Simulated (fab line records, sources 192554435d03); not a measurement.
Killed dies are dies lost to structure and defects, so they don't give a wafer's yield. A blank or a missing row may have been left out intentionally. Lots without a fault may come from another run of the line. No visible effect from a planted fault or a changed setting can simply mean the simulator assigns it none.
Which tool is to blame?	flow n5_finfet	Sampling: 24 lots, 72 wafers, 6 of 1938 route steps

## WHAT THE GAUGES SHOWED, per wafer
N5_GATE_CUT_CD_MEAS_13 targets a cd of 20 nm. Usual: cd_nm reads 20.0 nm (standard deviation 0.31).
lot	measured	on	cd_nm (nm)	flag
L074	day 4 12:19	cd_sem-03	20.3 20.3 19.9	
L075	day 4 17:05	cd_sem-01	19.9 19.8 20.1	
L076	day 4 23:13	cd_sem-02	20.2 20.4 20.2	
L077	day 5 08:04	cd_sem-02	20.2 20.1 19.9	
L078	day 5 16:11	cd_sem-01	20.4 20.4 20.4	
L079	day 5 22:05	cd_sem-03	20.0 20.0 19.8	
L080	day 6 07:41	cd_sem-01	20.4 19.7 20.0	
L081	day 6 14:00	cd_sem-02	20.1 19.7 19.5	
L082	day 6 16:20	cd_sem-01	19.6 20.0 19.7	
L083	day 6 18:43	cd_sem-01	19.8 19.6 19.6	
L084	day 7 00:29	cd_sem-02	20.4 20.1 19.8	
L085	day 7 04:06	cd_sem-03	19.5 20.1 20.0	
L086	day 7 10:46	cd_sem-01	20.2 19.8 20.3	
L087	day 7 16:23	cd_sem-03	20.0 19.8 20.4	
L088	day 7 21:25	cd_sem-01	20.3 20.2 20.0	
L089	day 8 02:53	cd_sem-02	19.4 19.9 19.6	
L090	day 8 09:19	cd_sem-03	20.2 20.2 20.5	
L091	day 8 15:36	cd_sem-03	20.2 20.1 20.3	
L092	day 9 02:44	cd_sem-03	19.9 20.5 20.3	
L093	day 9 04:38	cd_sem-02	20.4 20.2 20.7	
L094	day 9 15:57	cd_sem-02	19.8 19.9 19.8	
L095	day 9 18:08	cd_sem-03	20.0 20.2 20.3	
L096	day 9 23:06	cd_sem-01	19.9 20.4 20.0	
L097	day 10 05:45	cd_sem-02	19.5 19.6 20.4	

N5_MOL_CONTACT_COAG_OVL_MEAS_09. Usual: CA_OVL gives 0.1 nm (standard deviation 0.72).
lot	measured	on	CA_OVL (nm)	flag
L074	day 4 16:46	overlay-01	-0.5 0.9 0.2	
L075	day 4 20:54	overlay-01	-1.1 -0.3 0.5	
L076	day 5 03:12	overlay-02	0.7 0.6 0.2	
L077	day 5 11:53	overlay-02	-0.3 -0.7 0.4	
L078	day 5 20:11	overlay-02	0.2 0.7 -0.5	
L079	day 6 03:27	overlay-01	1.0 -0.2 -0.2	
L080	day 6 11:30	overlay-01	0.1 0.2 -0.1	
L081	day 6 18:02	overlay-01	-1.0 -1.6 -0.7	
L082	day 6 20:16	overlay-01	0.0 0.5 -0.1	
L083	day 6 22:40	overlay-01	-1.3 0.1 -0.9	
L084	day 7 05:29	overlay-01	-0.2 0.2 -1.2	
L085	day 7 08:04	overlay-01	-0.2 0.6 0.4	
L086	day 7 14:47	overlay-01	0.7 0.4 0.2	
L087	day 7 20:20	overlay-01	0.9 1.3 0.5	
L088	day 8 01:14	overlay-01	0.3 -0.1 -0.2	
L089	day 8 06:50	overlay-01	-0.4 0.5 0.1	
L090	day 8 13:25	overlay-01	-0.6 -0.4 0.2	
L091	day 8 19:57	overlay-01	-0.7 -0.2 0.5	
L092	day 9 06:43	overlay-01	-0.5 -0.8 0.0	
L093	day 9 08:34	overlay-01	1.0 1.9 1.4	
L094	day 9 20:19	overlay-01	0.6 1.0 0.3	
L095	day 9 22:22	overlay-01	0.1 0.0 0.7	
L096	day 10 03:19	overlay-01	0.7 -0.2 1.1	
L097	day 10 10:50	overlay-01	0.1 0.0 -0.2	

N5_MOL_CONTACT_COAG_OVL_MEAS_85. Usual: VG_OVL gives -0.5 nm (standard deviation 0.7).
lot	measured	on	VG_OVL (nm)	flag
L074	day 5 03:28	overlay-02	-0.8 0.5 0.0	
L075	day 5 06:25	overlay-01	-0.8 -1.2 -1.4	
L076	day 5 12:10	overlay-01	-1.5 -0.9 -0.9	
L077	day 5 23:43	overlay-02	0.3 -0.4 -0.1	
L078	day 6 05:35	overlay-01	1.4 0.5 1.0	
L079	day 6 13:39	overlay-01	-2.1 -2.0 -2.1	
L080	day 6 23:27	overlay-01	-0.5 0.5 0.6	
L081	day 7 03:55	overlay-01	0.4 -1.4 0.2	
L082	day 7 06:24	overlay-01	0.6 0.3 -0.2	
L083	day 7 10:23	overlay-01	-1.1 -0.9 -0.3	
L084	day 7 14:20	overlay-01	-0.4 0.5 -0.1	
L085	day 7 18:51	overlay-01	-0.1 0.4 -0.7	
L086	day 8 02:32	overlay-01	-0.5 -0.7 -0.1	
L087	day 8 08:03	overlay-01	-0.5 -1.1 -1.4	
L088	day 8 09:59	overlay-01	-0.1 -0.5 0.1	
L089	day 8 18:22	overlay-01	0.1 0.6 -0.4	
L090	day 8 21:44	overlay-01	-0.2 -0.3 0.1	
L091	day 9 06:18	overlay-01	-0.3 -0.8 0.0	
L092	day 9 16:29	overlay-01	-0.8 -0.8 -0.4	
L093	day 9 18:41	overlay-01	-0.1 -0.9 -1.0	
L094	day 10 07:47	overlay-01	-0.3 -0.3 -0.3	
L095	day 10 09:14	overlay-01	-1.4 -0.8 -1.0	
L096	day 10 12:30	overlay-01	-0.8 -0.9 -0.8	
L097	day 10 23:12	overlay-01	0.2 0.2 0.1	

## TOOL THAT RAN EACH LOT (tool first, then ch and the chambers of the sampled wafers, then the start)
lot	N5_GATE_CUT_CUT_ETCH_54	N5_GATE_CUT_ETCH_47	N5_MOL_CONTACT_COAG_CO_FILL_22
L074	rie_metal-03 ch 0,1, day 4 12:55	rie_metal-03 ch 0,1, day 4 12:59	cvd_co-01 ch 0,1, day 4 20:37
L075	rie_metal-03 ch 0,1, day 4 17:39	rie_metal-03 ch 0,1, day 4 17:44	cvd_co-02 ch 0,1,2, day 4 23:21
L076	rie_metal-02 ch 0,1, day 4 23:48	rie_metal-02 ch 0,1, day 4 23:53	cvd_co-01 ch 0,1,2, day 5 05:22
L077	rie_metal-02 ch 0,1, day 5 08:39	rie_metal-02 ch 0,1, day 5 08:44	cvd_co-01 ch 1,2, day 5 15:13
L078	rie_metal-02 ch 0,1, day 5 16:45	rie_metal-02 ch 0,1, day 5 16:50	cvd_co-01 ch 0,2, day 5 23:11
L079	rie_metal-03 ch 0,1, day 5 23:52	rie_metal-03 ch 0,1, day 5 23:57	cvd_co-01 ch 0,2, day 6 06:32
L080	rie_metal-01 ch 0,1, day 6 08:15	rie_metal-01 ch 0,1, day 6 08:20	cvd_co-01 ch 0, day 6 14:44
L081	rie_metal-01 ch 0,1, day 6 14:36	rie_metal-01 ch 0,1, day 6 14:43	cvd_co-01 ch 0,1, day 6 20:36
L082	rie_metal-03 ch 0,1, day 6 16:55	rie_metal-03 ch 0,1, day 6 17:00	cvd_co-01 ch 0,2, day 6 23:37
L083	rie_metal-02 ch 0,1, day 6 19:17	rie_metal-02 ch 0,1, day 6 19:23	cvd_co-02 ch 0,1, day 7 02:26
L084	rie_metal-02 ch 0, day 7 01:04	rie_metal-02 ch 0, day 7 01:09	cvd_co-02 ch 2, day 7 07:31
L085	rie_metal-01 ch 0,1, day 7 04:41	rie_metal-01 ch 0,1, day 7 04:49	cvd_co-01 ch 0,1,2, day 7 10:20
L086	rie_metal-02 ch 0,1, day 7 11:23	rie_metal-02 ch 0,1, day 7 11:28	cvd_co-01 ch 0,1,2, day 7 18:35
L087	rie_metal-01 ch 0,1, day 7 16:58	rie_metal-01 ch 0,1, day 7 17:04	cvd_co-02 ch 0,1, day 8 01:29
L088	rie_metal-02 ch 0,1, day 7 22:01	rie_metal-02 ch 0,1, day 7 22:05	cvd_co-02 ch 1,2, day 8 04:16
L089	rie_metal-02 ch 1, day 8 03:28	rie_metal-02 ch 1, day 8 03:34	cvd_co-01 ch 1,2, day 8 11:14
L090	rie_metal-02 ch 0,1, day 8 09:55	rie_metal-02 ch 0,1, day 8 10:02	cvd_co-01 ch 0,1, day 8 15:20
L091	rie_metal-01 ch 0,1, day 8 16:11	rie_metal-01 ch 0,1, day 8 16:16	cvd_co-01 ch 0,1, day 8 23:19
L092	rie_metal-01 ch 0,1, day 9 03:28	rie_metal-01 ch 0,1, day 9 03:34	cvd_co-01 ch 0,1,2, day 9 10:25
L093	rie_metal-03 ch 0,1, day 9 05:13	rie_metal-03 ch 0,1, day 9 05:18	cvd_co-02 ch 1,2, day 9 12:29
L094	rie_metal-02 ch 1, day 9 16:39	rie_metal-02 ch 1, day 9 16:49	cvd_co-02 ch 0,1,2, day 10 00:28
L095	rie_metal-02 ch 1, day 9 18:48	rie_metal-02 ch 1, day 9 18:58	cvd_co-02 ch 0,2, day 10 01:05
L096	rie_metal-02 ch 1, day 9 23:46	rie_metal-02 ch 1, day 9 23:56	cvd_co-02 ch 0,2, day 10 06:13
L097	rie_metal-01 ch 0, day 10 06:23	rie_metal-01 ch 0, day 10 06:34	cvd_co-02 ch 0,2, day 10 15:10
- N5_GATE_CUT_CUT_ETCH_54: etches TiN in Cl2/BCl3, target depth 96.7 nm.
- N5_GATE_CUT_ETCH_47: etches SiO2 in Cl2/BCl3, target depth 10 nm.
- N5_MOL_CONTACT_COAG_CO_FILL_22: material Co, precursor CCTBA/H2, target thk 20 nm.

## WHAT THE TOOLS THEMSELVES READ (means of the sampled wafers that have a number; where no wafer has one, the mark that the record gives instead)
N5_GATE_CUT_CUT_ETCH_54. Usual: bias_w 125.9 W, standard deviation 0.4; drypump_motor_current_A 5.8 A, standard deviation 0.39; etch_rf_on_time_s 35.7 s, standard deviation 1.2; mfc_cl2_sccm 53.27 sccm, standard deviation 0.16; oes_product_au 0.63 a.u., standard deviation 0.076; throttle_valve_pct 22.34 %, standard deviation 0.24.
lot	tool	bias_w (W)	drypump_motor_current_A (A)	etch_rf_on_time_s (s)	mfc_cl2_sccm (sccm)	oes_product_au (a.u.)	throttle_valve_pct (%)	flag
L074	rie_metal-03	125.7	5.7	35.7	53.26	0.71	22.10	
L075	rie_metal-03	125.7	5.7	36.1	53.25	0.70	22.12	
L076	rie_metal-02	126.5	6.0	35.9	53.22	0.59	22.49	
L077	rie_metal-02	126.0	6.1	36.5	53.30	0.61	22.60	
L078	rie_metal-02	126.3	6.1	36.3	53.29	0.61	22.61	
L079	rie_metal-03	126.5	5.7	34.9	53.37	0.72	22.01	
L080	rie_metal-01	125.9	5.6	35.9	53.31	0.62	22.32	
L081	rie_metal-01	126.0	5.6	36.0	53.25	0.62	22.32	
L082	rie_metal-03	125.7	5.7	35.8	53.31	0.70	22.13	
L083	rie_metal-02	125.8	6.1	35.8	53.32	0.58	22.51	
L084	rie_metal-02	126.1	6.1	37.3	53.22	0.63	22.73	
L085	rie_metal-01	126.0	5.3	35.1	53.11	0.68	22.21	
L086	rie_metal-02	126.0	6.0	35.9	53.24	0.58	22.50	
L087	rie_metal-01	126.1	5.3	35.4	53.34	0.67	22.23	
L088	rie_metal-02	125.8	6.1	35.7	53.36	0.59	22.50	
L089	rie_metal-02	125.9	6.0	35.0	53.09	0.56	22.38	
L090	rie_metal-02	125.7	6.0	35.3	53.17	0.59	22.50	
L091	rie_metal-01	126.2	5.6	35.9	53.37	0.61	22.32	
L092	rie_metal-01	126.0	5.6	35.7	53.13	0.61	22.32	
L093	rie_metal-03	125.5	5.7	35.3	53.27	0.71	22.02	
L094	rie_metal-02	125.8	6.0	34.9	53.48	0.56	22.39	
L095	rie_metal-02	126.0	6.0	34.9	53.27	0.56	22.39	
L096	rie_metal-02	126.4	6.0	34.9	53.28	0.56	22.38	
L097	rie_metal-01	125.8	5.0	35.1	53.23	0.73	22.14	

N5_GATE_CUT_ETCH_47. Usual: bias_w 126.0 W, standard deviation 0.39; drypump_motor_current_A 5.8 A, standard deviation 0.39; mfc_cl2_sccm 53.26 sccm, standard deviation 0.18; oes_product_au 0.69 a.u., standard deviation 0.082; throttle_valve_pct 22.89 %, standard deviation 0.23.
lot	tool	bias_w (W)	drypump_motor_current_A (A)	mfc_cl2_sccm (sccm)	oes_product_au (a.u.)	throttle_valve_pct (%)	flag
L074	rie_metal-03	125.9	5.7	53.38	0.78	22.66	
L075	rie_metal-03	125.6	5.6	53.46	0.78	22.66	
L076	rie_metal-02	126.2	6.0	53.22	0.64	23.03	
L077	rie_metal-02	126.2	6.1	53.22	0.67	23.14	
L078	rie_metal-02	126.0	6.1	53.38	0.67	23.15	
L079	rie_metal-03	125.9	5.7	53.20	0.80	22.58	
L080	rie_metal-01	126.0	5.6	53.13	0.68	22.86	
L081	rie_metal-01	125.7	5.6	53.25	0.68	22.86	
L082	rie_metal-03	126.2	5.7	53.21	0.78	22.66	
L083	rie_metal-02	126.3	6.0	53.28	0.64	23.04	
L084	rie_metal-02	125.6	6.1	53.24	0.70	23.27	
L085	rie_metal-01	126.2	5.3	53.42	0.73	22.78	
L086	rie_metal-02	126.0	6.0	52.94	0.63	23.04	
L087	rie_metal-01	126.3	5.3	53.29	0.73	22.79	
L088	rie_metal-02	125.4	6.1	53.27	0.63	23.04	
L089	rie_metal-02	126.1	6.0	53.09	0.61	22.94	
L090	rie_metal-02	126.1	6.1	53.21	0.63	23.05	
L091	rie_metal-01	125.8	5.6	53.40	0.67	22.86	
L092	rie_metal-01	125.8	5.6	53.34	0.67	22.87	
L093	rie_metal-03	125.8	5.7	53.27	0.78	22.57	
L094	rie_metal-02	126.4	6.0	53.47	0.60	22.93	
L095	rie_metal-02	126.0	6.0	53.42	0.60	22.94	
L096	rie_metal-02	125.9	6.0	53.30	0.60	22.94	
L097	rie_metal-01	126.3	5.0	53.29	0.78	22.71	

N5_MOL_CONTACT_COAG_CO_FILL_22. Usual: heater_power_outer_w 124 W, standard deviation 16; heater_power_w 247 W, standard deviation 29.
lot	tool	heater_power_outer_w (W)	heater_power_w (W)	flag
L074	cvd_co-01	110	227	
L075	cvd_co-02	136	267	
L076	cvd_co-01	115	235	
L077	cvd_co-01	121	239	
L078	cvd_co-01	105	219	
L079	cvd_co-01	106	218	
L080	cvd_co-01	101	211	
L081	cvd_co-01	123	235	
L082	cvd_co-01	106	217	
L083	cvd_co-02	139	278	
L084	cvd_co-02	138	276	
L085	cvd_co-01	116	232	
L086	cvd_co-01	116	234	
L087	cvd_co-02	131	258	
L088	cvd_co-02	142	282	
L089	cvd_co-01	126	251	
L090	cvd_co-01	121	237	
L091	cvd_co-01	111	222	
L092	cvd_co-01	117	237	
L093	cvd_co-02	143	280	
L094	cvd_co-02	137	268	
L095	cvd_co-02	134	258	
L096	cvd_co-02	136	260	
L097	cvd_co-02	135	258	

## THE ANSWER, worked out from the rows above alone
Rule: lot off if the mean of its wafers having a number is beyond 3 standard deviations from the usual mean. A lot without any number at a reading at which 4 lots or more have one is off too. The other lots that the step has rows for count as sound. The gauges are gone through in route order, then the tools' own readings, and for those a lot's mean is taken as printed above. The first step at which some lot is off is used, and at that step the reading that is off furthest; a lot without a number counts as furthest.
Across all readings shown, no lot is off: no conclusion can be drawn from this.

## WHAT THE SIMULATOR HAD PUT IN
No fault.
